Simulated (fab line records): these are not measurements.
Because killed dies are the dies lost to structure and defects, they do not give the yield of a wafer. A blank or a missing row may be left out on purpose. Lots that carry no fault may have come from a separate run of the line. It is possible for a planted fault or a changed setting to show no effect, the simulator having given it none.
fab line records	flow n5_finfet	part 2 of 2: steps 4 to 6 of 6
record: lots: 23	wafers: 69	last_day: 17
route steps=1938 shown BEOL_M3@947
lots that met no fault: taken from a fault-free run of the same line
start_h: hours from the record's first day to the start of the lot's first wafer shown	wait_h: hours since the lot's step before	" the same as in the row above	L1.1+2: several wafers, shown together as one row	- no value, or no start given	* or withheld: withheld	< > ~ a bound
route shown NAME@n: NAME is a module with steps in the file, n the number in the route of the first one	usual: mean/standard deviation taken from wafers without a fault	same: alike in all rows	chamber/n: place in a boat	sites: per-site readings	_std_site: standard deviation across them	_edge_site: outer sites' mean less inner sites'	radius_mm: how far each site lies from the wafer's centre	mask NAME#n: copy n	behind: the tool/chamber that last shaped the wafer	hold: what put the lot on hold/how long, in hours/how the hold closed	device: whichever transistor did not switch (one of n, p or np)	end of line: at the end of the route, the tests of the same wafers	where a step has no rows: the recipe by itself	killed: the dies lost at the first sort to structure and to defects; this is not the yield of the wafer	map: the dies of a wafer, with x for killed, . for not killed, _ for no die there
set.NAME: the run value of the setting; set.NAME@STEP: its run value at that earlier step	model.NAME: the simulator's own value behind a step, which no gauge read
steps of the route over a sample of lots; a table a step, a row a wafer
services: the hour from which a tool's chamber was out of use, counted from the record's first day as start_h (under 0 if before that day), plus the number of hours and why
== steps ==
step: N5_BEOL_M3_VIA_ETCH_34
recipe: chemistry: C4F6/O2	target_depth_a: 694	mask_material: SOC	pressure_mtorr: 15	ion_energy_ev: 250	taper_deg: 4	time_s: 65.9	source_w: 350	bias_w: 170	Ar_flow_sccm: 300	C4F6_flow_sccm: 10	O2_flow_sccm: 10
usual: C4F6_flow_sccm: 10.00/0.031	drypump_motor_current_A: 5.84/0.24	oes_product_au: 0.77/0.082	rf_vpp_V: 664/13	showerhead_plenum_p_Torr: 2.84/0.11	throttle_valve_pct: 30.91/0.22
same: time_s: 65.9
lot.wafer	tool	chamber	start_h	wait_h	C4F6_flow_sccm	drypump_motor_current_A	oes_product_au	rf_hours_counter_h	rf_vpp_V	showerhead_plenum_p_Torr	throttle_valve_pct
L074.1	rie_diel-04	2	142.81	0.0	9.96	5.61	0.69	243	661	2.71	30.95
L074.4	"	3	"	"	9.99	6.22	0.74	165	662	2.84	31.17
L074.6	"	2	"	"	10.00	5.61	0.69	-	661	2.71	30.94
L075.1	rie_diel-05	1	152.44	0.0	9.95	5.68	0.69	232	650	2.82	30.91
L075.2	"	0	"	"	10.01	5.83	0.69	218	659	2.81	31.16
L075.4	"	3	"	"	10.01	5.99	0.76	142	660	2.75	30.95
L078.1	rie_diel-03	0	168.32	0.0	10.02	6.33	0.73	173	683	2.83	30.98
L078.3	"	1	"	"	9.98	5.60	0.76	168	655	2.74	30.84
L078.5	"	2	"	"	10.03	5.70	0.76	-	685	2.94	30.66
L076.1	rie_diel-05	2	168.90	0.0	9.94	5.80	0.88	51	643	3.03	31.20
L076.3	"	3	"	"	10.01	5.97	0.74	147	660	2.75	30.95
L076.5	"	0	"	"	10.03	5.82	0.69	-	659	2.81	31.16
L077.2	rie_diel-03	3	169.14	0.0	10.03	5.81	0.68	249	672	2.70	30.92
L077.3	"	0	"	"	9.98	6.28	0.74	173	681	2.83	30.99
L077.4	"	1	"	"	9.97	5.55	0.76	168	656	2.74	30.83
L079.1	rie_diel-04	0	172.25	0.0	9.93	5.55	0.72	185	659	2.73	31.08
L079.2	"	3	"	"	9.99	6.20	0.75	173	661	2.84	31.17
L079.4	"	3	"	"	10.00	6.21	0.74	-	662	2.84	31.19
L080.2	rie_diel-05	3	182.56	0.0	10.02	5.98	0.75	151	659	2.75	30.96
L080.4	"	2	"	"	10.02	5.82	0.87	56	645	3.02	31.21
L080.5	"	1	"	"	9.96	5.68	0.68	-	651	2.82	30.91
L081.1	rie_diel-03	1	193.83	0.0	9.98	5.58	0.75	179	656	2.73	30.85
L081.5	"	0	"	"	10.01	6.26	0.73	-	682	2.82	30.98
L081.6	"	1	"	"	10.01	5.59	0.75	-	657	2.73	30.84
L083.2	rie_diel-05	2	197.45	0.0	10.04	5.84	0.87	60	643	3.02	31.22
L083.4	"	1	"	"	10.03	5.67	0.68	246	649	2.82	30.93
L083.6	"	2	"	"	10.01	5.82	0.87	-	642	3.02	31.21
L082.1	rie_diel-04	2	197.55	0.0	10.00	5.59	0.91	3	658	3.04	30.77
L082.4	"	3	"	"	9.95	6.20	0.74	180	661	2.84	31.18
L082.6	"	3	"	"	9.96	6.21	0.73	-	662	2.84	31.18
L084.1	rie_diel-05	2	203.77	0.0	10.01	5.81	0.85	63	642	3.02	31.22
L084.2	"	0	"	"	10.02	5.83	0.68	233	657	2.81	31.18
L084.3	"	1	"	"	9.96	5.68	0.68	248	649	2.81	30.93
L085.2	rie_diel-03	1	223.14	0.0	9.96	5.59	0.73	187	657	2.73	30.85
L085.3	"	2	"	"	10.07	5.73	0.74	167	684	2.93	30.67
L085.6	"	2	"	"	10.03	5.68	0.74	-	683	2.93	30.67
L086.3	rie_diel-04	0	223.50	0.0	10.02	5.55	0.72	200	659	2.72	31.11
L086.4	"	3	"	"	10.05	6.19	0.74	187	661	2.83	31.18
L086.6	"	3	"	"	10.01	6.20	0.73	-	661	2.83	31.18
L087.1	rie_diel-04	2	226.46	0.0	10.03	5.63	0.89	10	657	3.04	30.78
L087.2	"	1	"	"	10.01	6.00	0.83	92	655	2.77	30.55
L087.5	"	0	"	"	10.01	5.50	0.72	-	658	2.72	31.11
L088.3	rie_diel-04	1	233.55	0.0	10.02	6.03	0.83	93	655	2.76	30.54
L088.4	"	2	"	"	9.95	5.63	0.89	12	657	3.04	30.76
L088.6	"	2	"	"	9.98	5.62	0.88	-	657	3.04	30.76
L089.1	rie_diel-03	2	235.90	0.0	10.00	5.70	0.75	170	684	2.93	30.67
L089.3	"	0	"	"	9.98	6.28	0.72	196	682	2.82	31.01
L089.4	"	3	"	"	10.02	5.80	0.96	12	682	3.03	30.56
L090.2	rie_diel-03	2	239.19	0.0	9.98	5.72	0.74	172	682	2.93	30.69
L090.5	"	3	"	"	10.00	5.77	0.94	-	681	3.03	30.54
L090.6	"	0	"	"	10.00	6.27	0.71	-	681	2.82	31.00
L092.1	rie_diel-03	0	252.03	0.0	10.02	6.28	0.72	203	683	2.81	31.02
L092.2	"	3	"	"	10.02	5.78	0.93	18	682	3.03	30.55
L092.5	"	1	"	"	10.02	5.58	0.73	-	655	2.73	30.86
L091.1	rie_diel-05	2	255.74	0.0	10.00	5.81	0.84	82	642	3.01	31.23
L091.4	"	1	"	"	10.03	5.67	0.95	-	651	2.81	30.64
L091.5	"	2	"	"	9.99	5.80	0.84	-	643	3.01	31.24
L093.1	rie_diel-03	2	262.63	0.0	10.03	5.67	0.73	180	682	2.92	30.68
L093.3	"	1	"	"	10.00	5.60	0.72	199	655	2.72	30.84
L093.4	"	0	"	"	10.08	6.26	0.71	205	681	2.81	31.01
L095.1	rie_diel-03	0	271.97	0.0	9.95	6.28	0.71	209	683	2.81	31.02
L095.2	"	1	"	"	10.04	5.62	0.72	203	655	2.72	30.86
L095.3	"	3	"	"	9.97	5.77	0.91	25	683	3.03	30.56
L096.1	rie_diel-05	3	281.45	0.0	10.02	6.01	0.72	184	660	2.74	31.00
L096.4	"	1	"	"	9.98	5.68	0.93	17	649	2.81	30.67
L096.5	"	3	"	"	10.06	6.02	0.72	-	659	2.74	30.99
L097.2	rie_diel-03	0	281.62	0.0	10.01	6.27	0.70	212	682	2.81	31.02
L097.4	"	1	"	"	10.04	5.58	0.72	207	656	2.72	30.86
L097.5	"	3	"	"	9.98	5.80	0.90	-	681	3.03	30.55
step: N5_BEOL_M3_OCD_MEAS_38
usual: trench_depth_nm: 55.6/0.78
lot.wafer	tool	chamber	start_h	wait_h	trench_depth_nm
L074.1	ocd-01	-	143.06	-	55.7
L074.4	"	-	"	"	56.7
L074.6	"	-	"	"	55.7
L075.1	ocd-02	-	152.69	-	54.4
L075.2	"	-	"	"	55.5
L075.4	"	-	"	"	54.6
L078.1	ocd-01	-	168.57	-	55.6
L078.3	"	-	"	"	55.6
L078.5	"	-	"	"	55.2
L076.1	ocd-01	-	169.16	-	56.6
L076.3	"	-	"	"	55.1
L076.5	"	-	"	"	55.2
L077.2	ocd-02	-	169.40	-	55.4
L077.3	"	-	"	"	56.4
L077.4	"	-	"	"	55.7
L079.1	ocd-01	-	172.51	-	55.0
L079.2	"	-	"	"	56.0
L079.4	"	-	"	"	55.3
L080.2	ocd-01	-	182.82	-	55.4
L080.4	"	-	"	"	56.0
L080.5	"	-	"	"	54.1
L081.1	ocd-01	-	194.08	-	56.1
L081.5	"	-	"	"	55.7
L081.6	"	-	"	"	55.4
L083.2	ocd-02	-	197.71	-	56.0
L083.4	"	-	"	"	54.5
L083.6	"	-	"	"	56.2
L082.1	ocd-01	-	197.81	-	55.6
L082.4	"	-	"	"	56.0
L082.6	"	-	"	"	55.8
L084.1	ocd-02	-	204.02	-	57.8
L084.2	"	-	"	"	55.5
L084.3	"	-	"	"	55.0
L085.2	ocd-02	-	223.39	-	55.1
L085.3	"	-	"	"	55.6
L085.6	"	-	"	"	56.4
L086.3	ocd-01	-	223.76	-	54.4
L086.4	"	-	"	"	55.2
L086.6	"	-	"	"	54.9
L087.1	ocd-01	-	226.71	-	55.1
L087.2	"	-	"	"	55.9
L087.5	"	-	"	"	55.6
L088.3	ocd-02	-	233.81	-	56.4
L088.4	"	-	"	"	54.9
L088.6	"	-	"	"	55.4
L089.1	ocd-02	-	236.15	-	54.9
L089.3	"	-	"	"	56.8
L089.4	"	-	"	"	58.1
L090.2	ocd-02	-	239.45	-	55.3
L090.5	"	-	"	"	56.6
L090.6	"	-	"	"	55.8
L092.1	ocd-01	-	252.29	-	56.9
L092.2	"	-	"	"	57.6
L092.5	"	-	"	"	55.9
L091.1	ocd-02	-	255.99	-	56.8
L091.4	"	-	"	"	56.2
L091.5	"	-	"	"	56.9
L093.1	ocd-02	-	262.88	-	55.1
L093.3	"	-	"	"	55.4
L093.4	"	-	"	"	56.0
L095.1	ocd-01	-	272.23	-	55.0
L095.2	"	-	"	"	55.0
L095.3	"	-	"	"	56.0
L096.1	ocd-02	-	281.70	-	54.9
L096.4	"	-	"	"	55.6
L096.5	"	-	"	"	55.3
L097.2	ocd-02	-	281.88	-	55.3
L097.4	"	-	"	"	54.8
L097.5	"	-	"	"	56.1
step: N5_BEOL_M3_PRE_CLEAN_45
recipe: gas: H2/He	time_s: 30	temp_c: 250
usual: heater_power_w: 314/31
same: time_s: 30
lot.wafer	tool	chamber	start_h	wait_h	heater_power_w
L074.1	pvd_sputter-02	-	143.43	0.0	274
L074.4	"	-	"	"	393
L074.6	"	-	"	"	295
L075.1	pvd_sputter-01	-	152.93	0.0	263
L075.2	"	-	"	"	305
L075.4	"	-	"	"	355
L078.1	pvd_sputter-01	-	168.86	0.0	269
L078.3	"	-	"	"	311
L078.5	"	-	"	"	356
L076.1	pvd_sputter-01	-	169.58	0.0	312
L076.3	"	-	"	"	278
L076.5	"	-	"	"	308
L077.2	pvd_sputter-03	-	170.02	0.0	330
L077.3	"	-	"	"	352
L077.4	"	-	"	"	324
L079.1	pvd_sputter-02	-	173.22	0.0	320
L079.2	"	-	"	"	384
L079.4	"	-	"	"	293
L080.2	pvd_sputter-03	-	183.07	0.0	340
L080.4	"	-	"	"	305
L080.5	"	-	"	"	315
L081.1	pvd_sputter-02	-	194.61	0.0	294
L081.5	"	-	"	"	295
L081.6	"	-	"	"	389
L083.2	pvd_sputter-03	-	198.13	0.0	340
L083.4	"	-	"	"	325
L083.6	"	-	"	"	320
L082.1	pvd_sputter-03	-	198.29	0.0	313
L082.4	"	-	"	"	343
L082.6	"	-	"	"	310
L084.1	pvd_sputter-03	-	204.61	0.0	318
L084.2	"	-	"	"	298
L084.3	"	-	"	"	355
L085.2	pvd_sputter-03	-	223.62	0.0	329
L085.3	"	-	"	"	319
L085.6	"	-	"	"	320
L086.3	pvd_sputter-01	-	224.04	0.0	310
L086.4	"	-	"	"	267
L086.6	"	-	"	"	314
L087.1	pvd_sputter-02	-	227.45	0.0	279
L087.2	"	-	"	"	316
L087.5	"	-	"	"	283
L088.3	pvd_sputter-02	-	234.23	0.0	282
L088.4	"	-	"	"	315
L088.6	"	-	"	"	291
L089.1	pvd_sputter-03	-	236.77	0.0	333
L089.3	"	-	"	"	309
L089.4	"	-	"	"	323
L090.2	pvd_sputter-03	-	239.94	0.0	323
L090.5	"	-	"	"	304
L090.6	"	-	"	"	320
L092.1	pvd_sputter-03	-	253.43	0.0	350
L092.2	"	-	"	"	303
L092.5	"	-	"	"	300
L091.1	pvd_sputter-01	-	256.98	0.0	317
L091.4	"	-	"	"	270
L091.5	"	-	"	"	285
L093.1	pvd_sputter-02	-	263.95	0.0	315
L093.3	"	-	"	"	386
L093.4	"	-	"	"	277
L095.1	pvd_sputter-01	-	272.78	0.0	285
L095.2	"	-	"	"	354
L095.3	"	-	"	"	314
L096.1	pvd_sputter-01	-	282.02	0.0	280
L096.4	"	-	"	"	269
L096.5	"	-	"	"	349
L097.2	pvd_sputter-01	-	282.14	0.0	261
L097.4	"	-	"	"	303
L097.5	"	-	"	"	278
== services ==
tool	chamber	start_h	hours	kind
rie_metal-03	-	123.91	0.3	repair
pvd_sputter-02	-	153.89	1.6	repair
rie_diel-05	2	156.09	5.9	repair
rie_diel-03	-	158.81	0.4	repair
rie_diel-04	2	166.33	-	clean
rie_diel-04	2	166.33	-	consumable_replace:esc
rie_diel-04	2	166.33	-	consumable_replace:focus_ring
rie_metal-02	-	166.55	2.8	pm
rie_diel-03	3	173.66	-	clean
rie_diel-03	3	173.66	-	consumable_replace:focus_ring
rie_diel-03	3	173.66	-	consumable_replace:showerhead
rie_diel-03	3	173.66	21.4	scheduled_down
rie_diel-03	3	173.66	21.4	vent_cycle
rie_metal-01	1	176.03	10.8	repair
rie_metal-03	0	196.89	10.6	repair
rie_metal-02	0	221.71	10.9	repair
rie_diel-04	-	234.11	1.7	repair
rie_diel-04	0	248.92	19.3	repair
rie_diel-05	-	261.73	0.6	repair
rie_diel-05	-	266.08	0.8	repair
rie_metal-01	1	271.26	6.8	repair
rie_metal-03	0	273.61	97.5	repair
rie_diel-04	1	276.61	5.4	repair
rie_diel-04	-	281.45	0.4	repair
